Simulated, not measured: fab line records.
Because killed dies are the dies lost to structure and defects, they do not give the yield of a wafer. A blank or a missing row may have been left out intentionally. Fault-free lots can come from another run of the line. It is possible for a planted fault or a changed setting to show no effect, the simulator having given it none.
A lot that was struck, set against a sound lot ; flow nandHarc ; 14 steps out of a route of 1159
Sound: these wafers, L518.2, L518.3, L518.5. Wafers struck: L512.2, L512.3, L512.6. The cause is given at the end.
Each step with rows lists, per side, the tool, then ch with its chambers, then its first start. Under that, the readings that differ: sound wafers ; struck wafers ; difference of the means ; sigmas: that difference in standard deviations of wafers without a fault.
alike: a reading whose means differ by less than 2 such deviations, as well as words and numbers matching on both sides. not compared: withheld readings; readings where some wafer has no value; bounds like >300 that might hide an equal value; numbers whose values overlap and for which the record gives no deviation.
A row with sigmas, a row that says differs or no value, or rows on one side alone: a step with any of these is where the two part. When numbers do not overlap yet have no deviation, they are printed without sigmas and do not part them. A reading that every wafer of one side lacks parts them only if that side has two wafers or more.

first, 3 steps without rows for these wafers: NHARC_A_CHANNEL_HOLE_D1_STRIP_41 (strips in N2/H2); NHARC_A_CHANNEL_HOLE_D1_STRIP_42 (strips in CF4/CHF3); NHARC_A_CHANNEL_HOLE_D1_STRIP_43 (strips in O2/COS).
NHARC_A_CHANNEL_HOLE_D1_ETCH_44: etches the open film in CF4/O2, target depth 140 nm, overetch 14 nm, time 77 s.
  sound on rieDiel-07 ch 0,3, day 11 18:19; struck on rieDiel-07 ch 0,2, day 10 03:05
  alike: drypumpMotorCurrentA, oesProductAu, rfVppV, showerheadPlenumPTorr, throttleValvePct
  not compared: rfHoursCounterH
NHARC_A_CHANNEL_HOLE_D1_STRIP_27: strips in O2.
  sound: rieDiel-07 ch 1,3; struck: rieDiel-07 ch 2,3
  alike: drypumpMotorCurrentA, oesProductAu, rfVppV, showerheadPlenumPTorr, throttleValvePct
  not compared: rfHoursCounterH
then, 2 steps without rows for these wafers: NHARC_A_CHANNEL_HOLE_D1_PRECLEAN_28 (cleans in SC1); NHARC_A_CHANNEL_HOLE_D1_SRD_29.
NHARC_A_CHANNEL_HOLE_D1_CD_MEAS_30:
  sound on cdSem-01 at day 11 19:07; struck on cdSem-02 at day 10 03:52
  alike: cdNm
NHARC_A_CHANNEL_HOLE_D1_XSEM_31:
  sound on xsem-01 ch 0, day 11 19:12; struck on xsem-02 ch 0, day 10 03:58
  alike: botCdNm, bowNm, tiltDeg
NHARC_A_CHANNEL_HOLE_D1_INSPECT_40:
  sound on defectInspect-01 at day 11 19:18; struck on defectInspect-01 at day 10 04:04
  alike: rawDefectCount
then, 2 steps without rows for these wafers: NHARC_A_CHANNEL_FILL_D1_PRECLEAN_00 (cleans in SC1); NHARC_A_CHANNEL_FILL_D1_SRD_01.
NHARC_A_CHANNEL_FILL_D1_ALD_02: deposits SiO2, target thk 6 nm, pulse time 10 s, ald cycles 60.
  sound on aldHk-02 ch 0,3, day 11 21:03; struck on aldHk-03 ch 0,3, day 10 05:08
reading;sound;struck;difference;sigmas
susceptorTempC (C);300.12 300.21 300.47;305.33 304.92 305.06;+4.84;+22
  alike: heaterPowerW, precursorPulseHeightRel
NHARC_A_CHANNEL_FILL_D1_ALD_03: deposits SiNx, target thk 6 nm, pulse time 60 s, ald cycles 58.
  sound: aldSinBatch-01 ch 0; struck: aldSinBatch-01 ch 0
  alike: precursorPulseHeightRel, susceptorTempC

## WHERE THEY PART
Within this record, at NHARC_A_CHANNEL_FILL_D1_ALD_02 only. Later steps at which nothing parts them and some readings are alike: NHARC_A_CHANNEL_FILL_D1_ALD_03.

WHY: what the simulator had put in
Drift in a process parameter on aldHk-03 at NHARC_A_CHANNEL_FILL_D1_ALD_02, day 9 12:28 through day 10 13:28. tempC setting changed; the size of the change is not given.
